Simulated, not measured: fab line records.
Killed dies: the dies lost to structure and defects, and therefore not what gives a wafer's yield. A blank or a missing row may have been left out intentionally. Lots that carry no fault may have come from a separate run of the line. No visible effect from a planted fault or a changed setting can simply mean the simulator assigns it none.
A lot that was struck, set against a sound lot | flow nandHarc | 27 steps out of a route of 1302
Sound: the wafers L376.1, L376.3, L376.5. Struck: wafer L391.4. At the end, the cause is stated.
Each step with rows lists, per side, the tool, then ch with its chambers, then its first start. Under that, the readings that differ: sound wafers | struck wafers | difference of the means | sigmas: that difference in standard deviations of wafers without a fault.
alike: same words and numbers on both sides, and readings whose means sit less than 2 such deviations apart. not compared: any withheld reading, any reading some wafer has no value for, any bound like >300 that may hide the same value, and any number with overlapping values for which the record gives no deviation.
The two part at a step that has a row with sigmas, a row that says differs or no value, or rows on one side only. Non-overlapping numbers with no deviation appear without sigmas and do not part them. Lack of a reading on every wafer of one side parts them only where that side has two or more wafers.

NHARC_A_CONTACT_ETCH_132: etches the open film in C4F8/O2/Ar, time 197 s, target depth 1924 nm.
  sound on harCapEtch-03 ch 1, day 23 14:34; struck on harCapEtch-02 ch 0, day 29 03:47
  not compared: rfHoursCounterH
NHARC_A_CONTACT_ETCH_133: etches the open film in C4F8/O2/Ar, time 374 s, target depth 1610 nm.
  sound on harCapEtch-03 ch 1, day 23 14:44; struck on harCapEtch-02 ch 0, day 29 04:03
  not compared: rfHoursCounterH
then, 1 step without rows for these wafers: NHARC_A_CONTACT_ETCH_91 (etches the open film in CH3F/O2, target depth 40 nm, time 85.7 s).
NHARC_A_CONTACT_ETCH_97: etches the open film in C4F6/O2, target depth 20 nm, time 10 s.
  sound on rieDiel-12 ch 0,3, day 23 15:45; struck on rieDiel-03 ch 1
  alike: c4f6FlowSccm, drypumpMotorCurrentA, oesProductAu, rfFwdPowerW, rfVppV, showerheadPlenumPTorr, throttleValvePct
  not compared: rfHoursCounterH
NHARC_A_CONTACT_CD_MEAS_80:
  struck on cdSem-02, day 29 04:55; sound on cdSem-02, day 23 15:50
  alike: cdNm
then, 4 steps without rows for these wafers: NHARC_A_CONTACT_STRIP_103 (strips in N2/H2); NHARC_A_CONTACT_STRIP_104 (strips in CF4/CHF3); NHARC_A_CONTACT_STRIP_105 (strips in O2/COS); NHARC_A_CONTACT_ETCH_106 (etches the open film in CF4/O2, target depth 90 nm, overetch 9 nm, time 49.5 s).
NHARC_A_CONTACT_STRIP_82: strips in O2.
  sound: rieDiel-12 ch 0,2,3; struck: rieDiel-12 ch 0
  alike: drypumpMotorCurrentA, oesProductAu, rfVppV, showerheadPlenumPTorr, throttleValvePct
  not compared: rfHoursCounterH
then, 1 step without rows for these wafers: NHARC_A_CONTACT_STRIP_83 (strips in post etch residue remover, time 600 s).
NHARC_A_CONTACT_DEP_84: deposits aC, target thk 2800 nm.
  sound on aclDep-01 ch 0, day 23 17:17; struck on aclDep-01 ch 0, day 29 08:07
reading              | sound                | struck | difference | sigmas
throttleValvePct (%) | 35.004 34.982 34.996 | 35.015 | +0.021     | +2
NHARC_A_CONTACT_DEP_85: deposits SiON, target thk 60 nm.
  sound on pecvd-02 ch 1,2, day 23 19:01; struck on pecvd-04 ch 2, day 29 09:08
  alike: heaterPowerW, rfFwdPowerW
then, 10 steps without rows for these wafers: NHARC_A_CONTACT_DEHYDRATE_00 (time 120 s); NHARC_A_CONTACT_HMDS_01 (time 30 s); NHARC_A_CONTACT_COAT_86 (time 75 s); NHARC_A_CONTACT_COAT_87 (time 65 s); NHARC_A_CONTACT_COAT_02 (resist thk 90 nm); NHARC_A_CONTACT_SOFTBAKE_03 (time 55 s); NHARC_A_CONTACT_EBR_04; NHARC_A_CONTACT_EXPOSE_05 (exposes mask A CC); NHARC_A_CONTACT_PEB_06 (peb time 65 s); NHARC_A_CONTACT_DEVELOP_07 (develop time 35 s).
NHARC_A_CONTACT_CD_MEAS_08: the cd target is 200 nm.
  sound on cdSem-02 ch 0, day 23 19:44; struck on cdSem-01 ch 0, day 29 09:36
  alike: cdNm
NHARC_A_CONTACT_OVL_MEAS_09:
  struck on overlay-01, day 29 09:41; sound on overlay-01, day 23 19:49
  alike: overlayXNm, overlayYNm
NHARC_A_CONTACT_INSPECT_10:
  struck on defectInspect-01, day 29 09:53; sound on defectInspect-02, day 23 19:51
reading        | sound      | struck | difference | sigmas
rawDefectCount | 88 105 133 | 480    | +371       | +13
  not compared: hold
-- the record jumps here: 3 days lie between the struck wafers' starts before and after (it left off in module A_CONTACT and takes up again in module END, whose first step shown is number 1302 of the route) --
NHARC_END_SORT_01:
  here the record holds rows for the struck wafers (prober-01 ch 0, day 32 06:14) but none for the sound ones

## WHERE THEY PART
First at NHARC_A_CONTACT_DEP_84; last, within this record, at NHARC_END_SORT_01.

WHY: what had been put in by the simulator
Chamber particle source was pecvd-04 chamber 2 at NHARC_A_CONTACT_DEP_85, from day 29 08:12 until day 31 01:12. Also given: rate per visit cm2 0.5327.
